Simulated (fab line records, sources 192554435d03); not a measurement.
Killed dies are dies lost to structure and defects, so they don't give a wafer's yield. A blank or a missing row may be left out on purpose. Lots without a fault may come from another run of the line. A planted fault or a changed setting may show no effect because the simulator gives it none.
Problem report in the 8D (eight disciplines) form, filled by code | flow n5_finfet | the parts of the form that need people (team, actions taken, sign-off) are left out
Where a reading is given only as a bound, like >300, the bound stands for it, and a mean or a difference that rests on one is marked > or <: the true number lies beyond.

1. THE PROBLEM
raw_defect_count at N5_BEOL_M0_SAQP_INSPECT_42 reads a mean of 1500 on 6 wafers of 2 lots; wafers without a fault read 263 with a standard deviation of 68. That is +18 standard deviations from the usual mean.
The step: inspects for defects (brightfield).
First seen on wafer L664.2, day 7 12:33, on defect_inspect-01. The record holds 24 wafers of 8 lots with a number at this step. Rule for "out", or "out of limits": more than 4 standard deviations from the usual mean. The other wafers with a number count as sound.

2. WHAT IT IS AND WHAT IT IS NOT
question                    | is                                   | is not
which readings at this step | raw_defect_count                     | -
which lots                  | L664, L665                           | L657, L661, L663, L669, L676, L677
which wafers of those lots  | all that have a number               | -
read on which gauges        | defect_inspect-01, defect_inspect-02 | -
when                        | from day 7 12:33                     | up to then (9 sound wafers); but 9 sound wafers of L669, L676, L677 came after

3. SUSPECTS, AND WHAT RULES EACH OUT
Counting: a tool at a process step up to the reading stays a suspect if it ran every lot that is out and no sound lot after the first of them.
- the gauge at N5_BEOL_M0_SAQP_INSPECT_42: ruled out. The wafers that are out were read on 2 gauges (defect_inspect-01, defect_inspect-02).
- rie_si-04 at N5_BEOL_M0_SAQP_ETCH_102 (etches SiO2 in CF4, target depth 4 nm, time 4.4 s): kept. It ran every lot that is out, first L664 (day 7 10:14), and no sound lot after that; its last sound lot up to then is L663 (day 7 05:58).
Left after counting: rie_si-04 at N5_BEOL_M0_SAQP_ETCH_102.

4. THE CAUSE (what the simulator had put in)
Chamber particle source: rie_si-04, from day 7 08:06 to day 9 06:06, at N5_BEOL_M0_SAQP_ETCH_102. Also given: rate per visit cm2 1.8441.
Counting left only this tool.

5. THE CHAIN OF EFFECTS, in route order
Each row: a reading whose mean over the struck wafers that have a number lies more than 3 standard deviations from the usual. Only readings for which the record gives a usual standard deviation are gone through. hours: the time from each lot's start at the first step in this table that gives one to its start at this step, as a median over the lots. sigmas: the change in usual standard deviations.
hours | step                       | reading              | usual  | on struck wafers | change | sigmas
0     | N5_BEOL_M0_SAQP_INSPECT_42 | raw_defect_count     | 263    | 1500             | +1237  | +18
2     | N5_BEOL_M0_CUTY_INSPECT_59 | raw_defect_count     | 2.0    | >300             | >+298  | +99 or more
169   | N5_PASSIVATION_PROBE_49    | defect_limited_yield | 91.2 % | 82.2             | -9.0   | -6.0
169   | N5_PASSIVATION_PROBE_49    | killed_at_M0_to_M3   | 33     | 155              | +122   | +13
169   | N5_PASSIVATION_PROBE_49    | killed_dies          | 104    | 210              | +106   | +6.2
169   | N5_PASSIVATION_PROBE_49    | sort_bin_5_function  | 5.2 %  | 10.8             | +5.6   | +5.9
169   | N5_PASSIVATION_PROBE_49    | sort_n_pass          | 1076   | 970              | -106   | -6.3
169   | N5_PASSIVATION_PROBE_49    | sort_yield_pct       | 91.2 % | 82.2             | -9.0   | -6.0
The process steps in it:
- N5_PASSIVATION_PROBE_49
Later measuring or inspecting steps at which every struck wafer that the step has a row for has a number for every such reading, and none has moved that far: N5_BEOL_M4_RC_MEAS_101.

6. WHAT WOULD HAVE CAUGHT IT SOONER
In this record the first reading out of limits at a measuring or inspecting step was taken at day 7 12:33, 4 hours after the fault began at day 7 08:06.
Of the tool readings at N5_BEOL_M0_SAQP_ETCH_102 for which the record gives a usual standard deviation, none was out on any struck wafer, so an alarm limit of 4 standard deviations on them would not have fired.
Of the lots that are out (2), L665 began N5_BEOL_M0_SAQP_ETCH_102 on rie_si-04 after day 7 12:33. A hold on the tool at that time would have spared it.
